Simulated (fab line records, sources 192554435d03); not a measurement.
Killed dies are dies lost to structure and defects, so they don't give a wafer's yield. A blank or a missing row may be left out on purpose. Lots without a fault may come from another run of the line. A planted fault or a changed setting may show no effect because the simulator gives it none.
Chamber matching | flow n5_finfet | N5_BEOL_M6_STRIP_19 on rie_diel-02: 4 sister chambers
The step strips in O2. 4 wafers are shown with their chamber, then 7 later ones without.

WAFERS WITH THEIR CHAMBER
wafer  | chamber | showerhead_plenum_p_Torr (Torr)
L375.1 | 2       | 2.10
L378.6 | 1       | 2.21
L376.1 | 3       | 2.23
L376.3 | 0       | 2.14

WAFERS WITHOUT THEIR CHAMBER
wafer  | showerhead_plenum_p_Torr (Torr)
L376.6 | 2.10
L377.1 | 2.23
L377.3 | 2.14
L377.5 | 2.20
L379.1 | 2.23
L379.5 | 2.14
L379.6 | 2.23

WHICH CHAMBER EACH WENT THROUGH
wafer  | from the rows above | in truth
L376.6 | 2                   | 2
L377.1 | 3                   | 3
L377.3 | 0                   | 0
L377.5 | 1                   | 1
L379.1 | 3                   | 3
L379.5 | 0                   | 0
L379.6 | 3                   | 3
Placed correctly: 7 of 7. Can't be placed from these rows: 0. Placed wrongly: 0.
How it was worked out, from the rows above alone: a wafer's distance from a chamber is the root of the sum, over the readings, of the square of ((its reading less the chamber's mean) divided by the reading's scatter). The wafer belongs to the nearest chamber; if the next one is less than 2 further off, it can't be placed. A chamber's mean is the mean of its shown wafers. The scatter: with one shown wafer a chamber, the root of the mean of the squares of how far each hidden wafer lies from its nearest shown one.
